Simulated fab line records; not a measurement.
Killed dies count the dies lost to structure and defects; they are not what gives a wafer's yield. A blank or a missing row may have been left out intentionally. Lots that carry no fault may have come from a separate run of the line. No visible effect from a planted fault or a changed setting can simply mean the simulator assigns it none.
A lot that was struck, set against a sound lot    flow n5_finfet    42 out of 1938 route steps
Sound: these wafers, L768.1, L768.3, L768.5. Wafers L773.1, L773.2, L773.6 were the ones struck. The cause comes at the end.
At each step with rows: each side's tool, then ch and its chambers, then its first start. Under that, the readings that differ: sound wafers    struck wafers    difference of the means    sigmas: that difference in standard deviations of wafers without a fault.
alike: readings whose means differ by less than 2 such deviations, and words and numbers that are the same on both sides. not compared: withheld readings, readings that some wafer has no value for, bounds like >300 that may hide the same value, and numbers for which the record gives no deviation and whose values overlap.
Wherever a step has rows on one side only, a row that says differs or no value, or a row with sigmas, the two part there. Numbers that have no deviation but don't overlap get no sigmas and don't part them. A reading that every wafer of one side lacks parts them only if that side has two wafers or more.

first, 2 steps without rows for these wafers: N5_BEOL_M2_ETCH_41 (etches SiCN in CH3F/O2, target depth 29.9 nm, time 52.5 s); N5_BEOL_M2_STRIP_97 (strips in N2/H2, time 10 s).
N5_BEOL_M2_OCD_MEAS_38:
  sound on ocd-01 at day 9 20:54; struck on ocd-01 at day 10 21:40
  alike: trench_depth_nm
then, 4 steps without rows for these wafers: N5_BEOL_M2_HM_STRIP_39 (strips TiN in peroxide tin strip, target depth 25 nm, time 158 s); N5_BEOL_M2_SRD_40 (time 30 s); N5_BEOL_M2_PRECLEAN_42 (cleans in residue remover, time 60 s); N5_BEOL_M2_SRD_43 (time 30 s).
N5_BEOL_M2_CD_MEAS_35: target cd 18 nm, target cd y 22.2 nm.
  sound on cd_sem-01 at day 9 21:06; struck on cd_sem-03 at day 10 21:50
  alike: cd_nm
then, 1 step without rows for these wafers: N5_BEOL_M2_DEGAS_44 (time 60 s).
N5_BEOL_M2_PRE_CLEAN_45: time 30 s.
  sound on pvd_sputter-03 at day 9 21:23; struck on pvd_sputter-01 at day 10 21:56
  alike: heater_power_w
N5_BEOL_M2_ALD_84: deposits TaN, pulse time 2 s, purge time 3 s, co reactant purge time 2 s.
  sound on ald_metal-02 ch 0,2, day 9 21:31; struck on ald_metal-04 ch 1,3, day 10 21:59
  alike: heater_power_w
  not compared: since_wet_clean_h
following that, these wafers have no rows for 1 step: N5_BEOL_M2_SURFACE_TREAT_85.
N5_BEOL_M2_CVD_47: deposits Co from CCTBA/H2, target thk 3 nm, time 223.8 s.
  sound on cvd_co-02 ch 0,1,2, day 9 21:50; struck on cvd_co-02 ch 0,1, day 10 22:23
  not compared: since_wet_clean_h
then, 11 steps without rows for these wafers: N5_BEOL_M2_SPUTTER_48 (material Cu, target thk 4.5 nm, time 8.29 s); N5_BEOL_M2_ANNEAL_49 (time 240 s); N5_BEOL_M2_SPUTTER_79 (material Cu, target thk 4.5 nm, time 8.29 s); N5_BEOL_M2_ANNEAL_80 (time 240 s); N5_BEOL_M2_SPUTTER_81 (material Cu, target thk 4.5 nm, time 8.29 s); N5_BEOL_M2_ANNEAL_82 (time 240 s); N5_BEOL_M2_SPUTTER_86 (material Cu, target thk 4.5 nm, time 8.29 s); N5_BEOL_M2_ANNEAL_87 (time 240 s); N5_BEOL_M2_SPUTTER_88 (material Cu, target thk 4.5 nm, time 8.29 s); N5_BEOL_M2_ANNEAL_89 (time 240 s); N5_BEOL_M2_SPUTTER_90 (material Cu, target thk 4.5 nm, time 8.29 s).
N5_BEOL_M2_ANNEAL_91: time 240 s.
  sound on pvd_sputter-03 at day 10 00:55; struck on pvd_sputter-02 at day 10 23:49
  alike: heater_power_w
then, 1 step without rows for these wafers: N5_BEOL_M2_SPUTTER_92 (material Cu, target thk 4.5 nm, time 8.29 s).
N5_BEOL_M2_ANNEAL_93: time 240 s.
  sound on pvd_sputter-03 at day 10 01:08; struck on pvd_sputter-02 at day 11 00:02
  alike: heater_power_w
then, 6 steps without rows for these wafers: N5_BEOL_M2_SPUTTER_94 (material Cu, target thk 4.5 nm, time 8.29 s); N5_BEOL_M2_ANNEAL_95 (time 240 s); N5_BEOL_M2_SPUTTER_96 (material Cu, target thk 4.5 nm, time 8.29 s); N5_BEOL_M2_ECD_50 (material Cu, target thk 300 nm); N5_BEOL_M2_ANNEAL_51 (time 90 s); N5_BEOL_M2_CMP_52 (polishes, stops on SiOC, t overpolish 6.8 s, target thk 40 nm).
N5_BEOL_M2_THK_MEAS_53: measures by xrf.
  sound on film_metro-02 at day 10 02:18; struck on film_metro-02 at day 11 01:31
  alike: M2_THK
then, 1 step without rows for these wafers: N5_BEOL_M2_PRE_CLEAN_60 (time 15 s).
N5_BEOL_M2_CO_CAP_55: material Co, precursor CCTBA/H2, target thk 2 nm, time 102.1 s.
  sound on cvd_co-01 ch 0,2, day 10 02:23; struck on cvd_co-02 ch 0,1, day 11 01:35
  alike: heater_power_w
  not compared: since_wet_clean_h
then, 2 steps without rows for these wafers: N5_BEOL_M2_PRE_CLEAN_56 (time 15 s); N5_BEOL_M2_DEP_57 (deposits SiCN from 3MS/NH3, target thk 8 nm, time 14 s).
N5_BEOL_M2_RS_MEAS_58: the measuring method here is four-point-probe.
  sound on film_metro-02 at day 10 02:34; struck on film_metro-01 at day 11 01:46
  alike: M2_RS
then, 1 step without rows for these wafers: N5_BEOL_M3_ILD_DEP_00 (deposits SiOC from DEMS/O2, target thk 79 nm, time 15.3 s).
N5_BEOL_M3_THK_MEAS_01:
  sound on film_metro-02 at day 10 02:41; struck on film_metro-01 at day 11 01:54
  alike: M3_ILD_THK
-- here the record skips 5 days between the struck wafers' starts before and after, leaving off in module BEOL_M3 and picking up in module PASSIVATION (first step shown: number 1936 of the route) --
N5_PASSIVATION_PROBE_49:
  the record has rows for the struck wafers here (prober-01, day 16 13:23) and none for the sound ones

== WHERE THEY PART ==
At N5_PASSIVATION_PROBE_49 and nowhere else, as far as this record goes.

WHY: what the simulator had put in
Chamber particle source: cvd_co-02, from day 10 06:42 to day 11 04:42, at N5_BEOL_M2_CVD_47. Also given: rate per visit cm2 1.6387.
